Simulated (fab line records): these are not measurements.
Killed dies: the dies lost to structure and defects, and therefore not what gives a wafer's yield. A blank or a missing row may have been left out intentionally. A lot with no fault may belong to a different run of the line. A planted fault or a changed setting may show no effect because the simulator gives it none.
Which tool did it? / flow nand_harc / 11 lots with 33 wafers sampled at 8 steps, on a route of 1302 steps

WHAT EACH GAUGE READ, for each wafer
NHARC_P_STI_CD_MEAS_09 targets a cd of 200 nm.
lot=L789; measured=day 3 18:33; on=cd_sem-01; cd_nm (nm)=199.5 202.4 205.3
lot=L790; measured=day 4 02:11; on=cd_sem-03; cd_nm (nm)=198.5 198.7 201.3
lot=L791; measured=day 4 11:57; on=cd_sem-02; cd_nm (nm)=198.1 200.0 204.6
lot=L794; measured=day 5 17:10; on=cd_sem-02; cd_nm (nm)=202.9 202.9 204.5
lot=L798; measured=day 7 08:10; on=cd_sem-02; cd_nm (nm)=200.3 200.7 202.4
lot=L801; measured=day 8 15:03; on=cd_sem-03; cd_nm (nm)=197.8 198.8 200.6
lot=L804; measured=day 10 00:30; on=cd_sem-01; cd_nm (nm)=205.2 200.5 197.6
lot=L805; measured=day 10 06:08; on=cd_sem-02; cd_nm (nm)=200.6 200.8 202.5
lot=L806; measured=day 10 16:59; on=cd_sem-02; cd_nm (nm)=204.7 203.5 203.1
lot=L808; measured=day 11 11:58; on=cd_sem-01; cd_nm (nm)=200.6 200.4 200.7
lot=L810; measured=day 12 08:32; on=cd_sem-02; cd_nm (nm)=198.0 198.4 202.8

NHARC_P_STI_INSPECT_25.
lot=L789; measured=day 5 01:21; on=defect_inspect-02; raw_defect_count=173 209 125
lot=L790; measured=day 5 01:22; on=defect_inspect-02; raw_defect_count=177 139 164
lot=L791; measured=day 5 14:46; on=defect_inspect-02; raw_defect_count=179 204 244
lot=L794; measured=day 6 19:14; on=defect_inspect-02; raw_defect_count=335 312 194
lot=L798; measured=day 8 10:05; on=defect_inspect-01; raw_defect_count=344 176 209
lot=L801; measured=day 10 01:47; on=defect_inspect-01; raw_defect_count=541 656 625
lot=L804; measured=day 11 04:43; on=defect_inspect-01; raw_defect_count=538 531 608
lot=L805; measured=day 11 08:48; on=defect_inspect-01; raw_defect_count=188 143 162
lot=L806; measured=day 11 22:29; on=defect_inspect-01; raw_defect_count=210 180 252
lot=L808; measured=day 12 14:45; on=defect_inspect-02; raw_defect_count=125 284 128
lot=L810; measured=day 13 13:01; on=defect_inspect-02; raw_defect_count=155 149 128

NHARC_P_GATE_INSPECT_28.
lot=L789; measured=day 6 01:08; on=defect_inspect-01; raw_defect_count=8 4 6
lot=L790; measured=day 6 01:23; on=defect_inspect-01; raw_defect_count=3 4 2
lot=L791; measured=day 6 19:56; on=defect_inspect-02; raw_defect_count=5 8 8
lot=L794; measured=day 7 17:35; on=defect_inspect-02; raw_defect_count=6 6 5
lot=L798; measured=day 9 15:48; on=defect_inspect-01; raw_defect_count=11 12 2
lot=L801; measured=day 11 05:25; on=defect_inspect-01; raw_defect_count=356 376 382
lot=L804; measured=day 12 06:43; on=defect_inspect-01; raw_defect_count=384 355 434
lot=L805; measured=day 12 08:53; on=defect_inspect-01; raw_defect_count=5 13 6
lot=L806; measured=day 12 22:02; on=defect_inspect-01; raw_defect_count=2 7 5
lot=L808; measured=day 13 14:03; on=defect_inspect-02; raw_defect_count=4 8 2
lot=L810; measured=day 14 20:47; on=defect_inspect-01; raw_defect_count=11 1 7

NHARC_P_GATE_INSPECT_68.
lot=L789; measured=day 6 19:21; on=defect_inspect-02; raw_defect_count=183 250 108
lot=L790; measured=day 6 19:47; on=defect_inspect-01; raw_defect_count=165 119 158
lot=L791; measured=day 7 14:15; on=defect_inspect-02; raw_defect_count=187 195 219
lot=L794; measured=day 8 12:05; on=defect_inspect-02; raw_defect_count=276 293 158
lot=L798; measured=day 10 10:17; on=defect_inspect-01; raw_defect_count=348 187 192
lot=L801; measured=day 11 23:44; on=defect_inspect-02; raw_defect_count=523 561 601
lot=L804; measured=day 13 01:07; on=defect_inspect-02; raw_defect_count=511 491 575
lot=L805; measured=day 13 03:02; on=defect_inspect-02; raw_defect_count=116 86 96
lot=L806; measured=day 13 16:31; on=defect_inspect-01; raw_defect_count=142 141 197
lot=L808; measured=day 14 08:29; on=defect_inspect-02; raw_defect_count=151 231 150
lot=L810; measured=day 15 15:11; on=defect_inspect-01; raw_defect_count=140 151 117

NHARC_END_SORT_01.
lot=L791; measured=day 27 06:40; on=prober-01; killed_at_array=59 54 63; killed_at_other=4 0 1; killed_at_periphery=1 0 5; killed_dies=64 54 69; killed_open=1 4 1; killed_short=3 0 3
lot=L801; measured=day 30 21:41; on=prober-01; killed_at_array=60 71 57; killed_at_other=0 1 0; killed_at_periphery=267 246 269; killed_dies=327 318 326; killed_open=4 5 1; killed_short=2 1 2
lot=L804; measured=day 31 12:59; on=prober-02; killed_at_array=27 33 22; killed_at_other=0 1 1; killed_at_periphery=267 260 303; killed_dies=294 294 326; killed_open=4 0 2; killed_short=1 1 0
lot=L805; measured=day 31 20:47; on=prober-02; killed_at_array=62 66 85; killed_at_other=0 0 0; killed_at_periphery=6 2 2; killed_dies=68 68 87; killed_open=5 2 4; killed_short=2 5 4

WHICH TOOL RAN EACH LOT (tool, then ch and the chambers of the sampled wafers, then the start)
lot=L789; NHARC_P_ZERO_WELL_DESCUM_54=rie_diel-13 ch 0,1, day 3 00:22; NHARC_P_ZERO_WELL_RTA_42=rtp_anneal-02 ch 0, day 3 01:32; NHARC_P_STI_CMP_21=cmp-04 ch 0,1,3, day 4 16:31
lot=L790; NHARC_P_ZERO_WELL_DESCUM_54=rie_diel-02 ch 0,2, day 3 09:04; NHARC_P_ZERO_WELL_RTA_42=rtp_anneal-01 ch 0, day 3 10:16; NHARC_P_STI_CMP_21=cmp-01 ch 0,1, day 4 19:59
lot=L791; NHARC_P_ZERO_WELL_DESCUM_54=rie_diel-12 ch 0,2,3, day 3 17:37; NHARC_P_ZERO_WELL_RTA_42=rtp_anneal-02 ch 0, day 3 18:52; NHARC_P_STI_CMP_21=cmp-01 ch 0,1, day 5 06:18
lot=L794; NHARC_P_ZERO_WELL_DESCUM_54=rie_diel-13 ch 1,2,3, day 5 00:31; NHARC_P_ZERO_WELL_RTA_42=rtp_anneal-02 ch 0, day 5 01:29; NHARC_P_STI_CMP_21=cmp-01 ch 0,1, day 6 11:28
lot=L798; NHARC_P_ZERO_WELL_DESCUM_54=rie_diel-13 ch 0,1,3, day 6 16:04; NHARC_P_ZERO_WELL_RTA_42=rtp_anneal-02 ch 0, day 6 17:01; NHARC_P_STI_CMP_21=cmp-02 ch 0,3, day 8 02:04
lot=L801; NHARC_P_ZERO_WELL_DESCUM_54=rie_diel-12 ch 0,1, day 7 22:11; NHARC_P_ZERO_WELL_RTA_42=rtp_anneal-02 ch 0, day 7 23:16; NHARC_P_STI_CMP_21=cmp-01 ch 1,2, day 9 18:02
lot=L804; NHARC_P_ZERO_WELL_DESCUM_54=rie_diel-13 ch 1,3, day 9 04:07; NHARC_P_ZERO_WELL_RTA_42=rtp_anneal-02 ch 0, day 9 05:06; NHARC_P_STI_CMP_21=cmp-01 ch 0,3, day 10 20:14
lot=L805; NHARC_P_ZERO_WELL_DESCUM_54=rie_diel-13 ch 1,2, day 9 13:50; NHARC_P_ZERO_WELL_RTA_42=rtp_anneal-01 ch 0, day 9 14:50; NHARC_P_STI_CMP_21=cmp-04 ch 1,2,3, day 11 01:01
lot=L806; NHARC_P_ZERO_WELL_DESCUM_54=rie_diel-02 ch 0,2, day 10 00:10; NHARC_P_ZERO_WELL_RTA_42=rtp_anneal-01 ch 0, day 10 01:22; NHARC_P_STI_CMP_21=cmp-02 ch 2,3, day 11 13:15
lot=L808; NHARC_P_ZERO_WELL_DESCUM_54=rie_diel-13 ch 0,2,3, day 10 20:05; NHARC_P_ZERO_WELL_RTA_42=rtp_anneal-02 ch 0, day 10 21:41; NHARC_P_STI_CMP_21=cmp-04 ch 1,2, day 12 06:22
lot=L810; NHARC_P_ZERO_WELL_DESCUM_54=rie_diel-02 ch 0,2,3, day 11 16:02; NHARC_P_ZERO_WELL_RTA_42=rtp_anneal-02 ch 0, day 11 17:13; NHARC_P_STI_CMP_21=cmp-01 ch 0,1,2, day 13 05:05
- NHARC_P_ZERO_WELL_DESCUM_54: chemistry O2, time 3 s.
- NHARC_P_ZERO_WELL_RTA_42: time 300 s.
- NHARC_P_STI_CMP_21: polishes, t overpolish 20 s, target thk 380.67 nm.

WHAT THE TOOLS THEMSELVES READ (means of the sampled wafers that have a number; where no wafer has one, the mark that the record gives instead)
NHARC_P_ZERO_WELL_DESCUM_54.
lot=L789; tool=rie_diel-13; drypump_motor_current_A (A)=6.3; oes_product_au (a.u.)=1.019; rf_vpp_V (V)=58.2; showerhead_plenum_p_Torr (Torr)=1.86; throttle_valve_pct (%)=11.304
lot=L790; tool=rie_diel-02; drypump_motor_current_A (A)=6.1; oes_product_au (a.u.)=0.997; rf_vpp_V (V)=57.6; showerhead_plenum_p_Torr (Torr)=1.82; throttle_valve_pct (%)=11.313
lot=L791; tool=rie_diel-12; drypump_motor_current_A (A)=5.3; oes_product_au (a.u.)=0.998; rf_vpp_V (V)=58.2; showerhead_plenum_p_Torr (Torr)=1.88; throttle_valve_pct (%)=11.311
lot=L794; tool=rie_diel-13; drypump_motor_current_A (A)=5.7; oes_product_au (a.u.)=1.012; rf_vpp_V (V)=56.9; showerhead_plenum_p_Torr (Torr)=1.89; throttle_valve_pct (%)=11.312
lot=L798; tool=rie_diel-13; drypump_motor_current_A (A)=6.0; oes_product_au (a.u.)=1.004; rf_vpp_V (V)=57.6; showerhead_plenum_p_Torr (Torr)=1.92; throttle_valve_pct (%)=11.311
lot=L801; tool=rie_diel-12; drypump_motor_current_A (A)=5.5; oes_product_au (a.u.)=0.982; rf_vpp_V (V)=58.0; showerhead_plenum_p_Torr (Torr)=1.85; throttle_valve_pct (%)=11.308
lot=L804; tool=rie_diel-13; drypump_motor_current_A (A)=6.0; oes_product_au (a.u.)=1.002; rf_vpp_V (V)=57.8; showerhead_plenum_p_Torr (Torr)=1.87; throttle_valve_pct (%)=11.308
lot=L805; tool=rie_diel-13; drypump_motor_current_A (A)=6.0; oes_product_au (a.u.)=1.004; rf_vpp_V (V)=57.4; showerhead_plenum_p_Torr (Torr)=1.81; throttle_valve_pct (%)=11.305
lot=L806; tool=rie_diel-02; drypump_motor_current_A (A)=6.0; oes_product_au (a.u.)=0.999; rf_vpp_V (V)=56.9; showerhead_plenum_p_Torr (Torr)=1.81; throttle_valve_pct (%)=11.306
lot=L808; tool=rie_diel-13; drypump_motor_current_A (A)=5.6; oes_product_au (a.u.)=0.998; rf_vpp_V (V)=58.6; showerhead_plenum_p_Torr (Torr)=1.92; throttle_valve_pct (%)=11.312
lot=L810; tool=rie_diel-02; drypump_motor_current_A (A)=6.1; oes_product_au (a.u.)=1.002; rf_vpp_V (V)=57.3; showerhead_plenum_p_Torr (Torr)=1.94; throttle_valve_pct (%)=11.312

NHARC_P_ZERO_WELL_RTA_42.
lot=L789; tool=rtp_anneal-02; lamp_power_pct (%)=46.8; lamp_zone_3_pct (%)=46.9; lamp_zone_4_pct (%)=46.9; lamp_zone_6_pct (%)=46.8; wafer_temp_C_max=1103.4
lot=L790; tool=rtp_anneal-01; lamp_power_pct (%)=43.5; lamp_zone_3_pct (%)=43.5; lamp_zone_4_pct (%)=43.5; lamp_zone_6_pct (%)=43.5; wafer_temp_C_max=1106.1
lot=L791; tool=rtp_anneal-02; lamp_power_pct (%)=46.8; lamp_zone_3_pct (%)=46.9; lamp_zone_4_pct (%)=46.9; lamp_zone_6_pct (%)=46.8; wafer_temp_C_max=1103.3
lot=L794; tool=rtp_anneal-02; lamp_power_pct (%)=46.9; lamp_zone_3_pct (%)=46.8; lamp_zone_4_pct (%)=46.9; lamp_zone_6_pct (%)=46.9; wafer_temp_C_max=1103.7
lot=L798; tool=rtp_anneal-02; lamp_power_pct (%)=46.8; lamp_zone_3_pct (%)=46.8; lamp_zone_4_pct (%)=46.8; lamp_zone_6_pct (%)=46.7; wafer_temp_C_max=1103.6
lot=L801; tool=rtp_anneal-02; lamp_power_pct (%)=46.8; lamp_zone_3_pct (%)=46.9; lamp_zone_4_pct (%)=46.8; lamp_zone_6_pct (%)=46.9; wafer_temp_C_max=1102.7
lot=L804; tool=rtp_anneal-02; lamp_power_pct (%)=46.9; lamp_zone_3_pct (%)=46.8; lamp_zone_4_pct (%)=46.8; lamp_zone_6_pct (%)=46.8; wafer_temp_C_max=1103.9
lot=L805; tool=rtp_anneal-01; lamp_power_pct (%)=43.5; lamp_zone_3_pct (%)=43.5; lamp_zone_4_pct (%)=43.5; lamp_zone_6_pct (%)=43.5; wafer_temp_C_max=1106.0
lot=L806; tool=rtp_anneal-01; lamp_power_pct (%)=43.6; lamp_zone_3_pct (%)=43.6; lamp_zone_4_pct (%)=43.6; lamp_zone_6_pct (%)=43.5; wafer_temp_C_max=1106.3
lot=L808; tool=rtp_anneal-02; lamp_power_pct (%)=46.9; lamp_zone_3_pct (%)=46.9; lamp_zone_4_pct (%)=46.8; lamp_zone_6_pct (%)=46.9; wafer_temp_C_max=1102.9
lot=L810; tool=rtp_anneal-02; lamp_power_pct (%)=46.9; lamp_zone_3_pct (%)=46.8; lamp_zone_4_pct (%)=46.9; lamp_zone_6_pct (%)=46.8; wafer_temp_C_max=1103.6

NHARC_P_STI_CMP_21.
lot=L789; tool=cmp-04; motor_current_A (A)=11.6; overpolish_run_s (s)=20.000; pad_life_wafers=236
lot=L790; tool=cmp-01; motor_current_A (A)=13.6; overpolish_run_s (s)=19.995; pad_life_wafers=0
lot=L791; tool=cmp-01; motor_current_A (A)=14.2; overpolish_run_s (s)=19.996; pad_life_wafers=49
lot=L794; tool=cmp-01; motor_current_A (A)=14.0; overpolish_run_s (s)=20.005; pad_life_wafers=158
lot=L798; tool=cmp-02; motor_current_A (A)=12.0; overpolish_run_s (s)=20.001; pad_life_wafers=122
lot=L801; tool=cmp-01; motor_current_A (A)=13.5; overpolish_run_s (s)=19.998; pad_life_wafers=60
lot=L804; tool=cmp-01; motor_current_A (A)=12.0; overpolish_run_s (s)=19.991; pad_life_wafers=200
lot=L805; tool=cmp-04; motor_current_A (A)=11.9; overpolish_run_s (s)=19.992; pad_life_wafers=98
lot=L806; tool=cmp-02; motor_current_A (A)=11.6; overpolish_run_s (s)=20.003; pad_life_wafers=54
lot=L808; tool=cmp-04; motor_current_A (A)=12.0; overpolish_run_s (s)=20.007; pad_life_wafers=181
lot=L810; tool=cmp-01; motor_current_A (A)=13.1; overpolish_run_s (s)=20.008; pad_life_wafers=26

THE ANSWER, worked out from the rows above alone
Rule: the lots themselves supply what counts as usual. Put in order of their means at a reading, lots are off if they are a third of the lots or fewer, leave a main group of 4 or more, and stand apart from it by a gap of 3 or more times the standard deviation of the main group's means; of several such gaps the widest counts. A main group whose means are all the same, to the digits that the tables above print for the reading, isn't used. A lot without any number at a reading at which 4 lots or more have one is off too. The other lots that the step has rows for count as sound. First the gauges in route order, then the tools' own readings, where a lot's mean is used as printed above. At the first step where some lot is off, the reading lying furthest off is the one used; lots without a number count as furthest.
Off, at NHARC_P_STI_INSPECT_25 on raw_defect_count: L801, L804. For the main group the mean is 196 and the standard deviation 42.
If a tool, at a process step before that reading, ran all the lots that are off and no sound lot after the first of them, it fits. Not tried: the gauges at NHARC_P_STI_INSPECT_25; whatever is off there is also off at NHARC_P_GATE_INSPECT_68, on other tools, and gauge error can't account for it. Of those tried, none fits.

WHAT THE SIMULATOR HAD PUT IN
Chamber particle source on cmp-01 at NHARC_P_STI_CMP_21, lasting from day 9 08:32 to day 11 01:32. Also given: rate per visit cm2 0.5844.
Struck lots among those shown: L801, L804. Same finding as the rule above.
